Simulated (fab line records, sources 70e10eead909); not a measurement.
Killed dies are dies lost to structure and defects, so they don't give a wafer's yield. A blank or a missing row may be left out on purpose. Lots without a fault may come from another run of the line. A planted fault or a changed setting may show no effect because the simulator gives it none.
A struck lot beside a sound one | flow nand_harc | 39 steps out of a route of 1302
Sound: wafers L241.3, L241.5, L241.6. Struck: wafer L247.6. (L247.2, L247.3 of the same lot were not struck and are left out.) The cause comes at the end.
At each step with rows: each side's tool, then ch and its chambers, then its first start. Under that, the readings that differ: sound wafers | struck wafers | difference of the means | sigmas: that difference in standard deviations of wafers without a fault.
alike: readings whose means differ by less than 2 such deviations, and words and numbers that are the same on both sides. not compared: withheld readings, readings that some wafer has no value for, bounds like >300 that may hide the same value, and numbers for which the record gives no deviation and whose values overlap.
The two part at a step that has a row with sigmas, a row that says differs or no value, or rows on one side only. Numbers that don't overlap but have no deviation are shown without sigmas and don't part them. A reading that every wafer of one side lacks parts them only if that side has two wafers or more.

first, 12 steps without rows for these wafers: NHARC_A_CONTACT_ETCH_113 (etches the open film in C4F8/O2/Ar, time 190 s, target depth 1850 nm); NHARC_A_CONTACT_ETCH_114 (etches the open film in C4F8/O2/Ar, time 190 s, target depth 1850 nm); NHARC_A_CONTACT_ETCH_115 (etches the open film in C4F8/O2/Ar, time 190 s, target depth 1850 nm); NHARC_A_CONTACT_ETCH_116 (etches the open film in C4F8/O2/Ar, time 190 s, target depth 1850 nm); NHARC_A_CONTACT_ETCH_117 (etches the open film in C4F8/O2/Ar, time 190 s, target depth 1850 nm); NHARC_A_CONTACT_ETCH_118 (etches the open film in C4F8/O2/Ar, time 190 s, target depth 1850 nm); NHARC_A_CONTACT_ETCH_119 (etches the open film in C4F8/O2/Ar, time 190 s, target depth 1850 nm); NHARC_A_CONTACT_ETCH_120 (etches the open film in C4F8/O2/Ar, time 190 s, target depth 1850 nm); NHARC_A_CONTACT_ETCH_121 (etches the open film in C4F8/O2/Ar, time 190 s, target depth 1850 nm); NHARC_A_CONTACT_ETCH_122 (etches the open film in C4F8/O2/Ar, time 190 s, target depth 1850 nm); NHARC_A_CONTACT_ETCH_123 (etches the open film in C4F8/O2/Ar, time 490 s, target depth 2110 nm); NHARC_A_CONTACT_ETCH_90 (etches the open film in CH3F/O2, target depth 40 nm, time 85.7 s).
NHARC_A_CONTACT_ETCH_96: etches the open film in C4F6/O2, target depth 20 nm, time 10 s.
  sound on rie_diel-01 ch 0,2,3, day 24 05:19; struck on rie_diel-01 ch 3, day 27 15:43
  alike: c4f6_flow_sccm, drypump_motor_current_A, oes_product_au, rf_fwd_power_W, rf_vpp_V, showerhead_plenum_p_Torr, throttle_valve_pct
  not compared: rf_hours_counter_h
then, 25 steps without rows for these wafers: NHARC_A_CONTACT_STRIP_99 (strips in N2/H2); NHARC_A_CONTACT_STRIP_100 (strips in CF4/CHF3); NHARC_A_CONTACT_STRIP_101 (strips in O2/COS); NHARC_A_CONTACT_ETCH_102 (etches the open film in CF4/O2, target depth 100 nm, overetch 10 nm, time 55 s); NHARC_A_CONTACT_STRIP_55 (strips in O2); NHARC_A_CONTACT_STRIP_56 (strips in post etch residue remover, time 600 s); NHARC_A_CONTACT_DEP_57 (deposits aC, target thk 5300 nm); NHARC_A_CONTACT_DEP_58 (deposits SiON, target thk 90 nm); NHARC_A_CONTACT_DEHYDRATE_59 (time 120 s); NHARC_A_CONTACT_HMDS_60 (time 30 s); NHARC_A_CONTACT_COAT_61 (time 75 s); NHARC_A_CONTACT_COAT_62 (time 65 s); NHARC_A_CONTACT_COAT_63 (resist thk 90 nm); NHARC_A_CONTACT_SOFTBAKE_64 (time 55 s); NHARC_A_CONTACT_EBR_65; NHARC_A_CONTACT_EXPOSE_66 (exposes mask A CC 2); NHARC_A_CONTACT_PEB_67 (peb time 65 s); NHARC_A_CONTACT_DEVELOP_68 (develop time 35 s); NHARC_A_CONTACT_DESCUM_74 (chemistry O2, time 3 s); NHARC_A_CONTACT_ETCH_75 (etches the open film in CF4, target depth 39 nm, time 65 s); NHARC_A_CONTACT_ETCH_76 (etches the open film in N2/H2, target depth 260 nm, time 475.3 s); NHARC_A_CONTACT_ETCH_77 (etches the open film in CF4/CHF3, target depth 108.9 nm, time 54.5 s); NHARC_A_CONTACT_ETCH_78 (etches the open film in O2/COS, target depth 5300 nm, time 1378 s); NHARC_A_CONTACT_ETCH_124 (etches the open film in C4F8/O2/Ar, time 140 s, target depth 700 nm); NHARC_A_CONTACT_ETCH_125 (etches the open film in C4F8/O2/Ar, time 197 s, target depth 1918 nm).
-- the record jumps here: 3 days lie between the struck wafers' starts before and after (it left off in module A_CONTACT and takes up again in module END, whose first step shown is number 1302 of the route) --
NHARC_END_SORT_01:
  the record has rows for the struck wafers here (prober-02 ch 0, day 30 12:08) and none for the sound ones

WHERE THEY PART
Only at NHARC_END_SORT_01, within this record.

WHY: what the simulator had put in
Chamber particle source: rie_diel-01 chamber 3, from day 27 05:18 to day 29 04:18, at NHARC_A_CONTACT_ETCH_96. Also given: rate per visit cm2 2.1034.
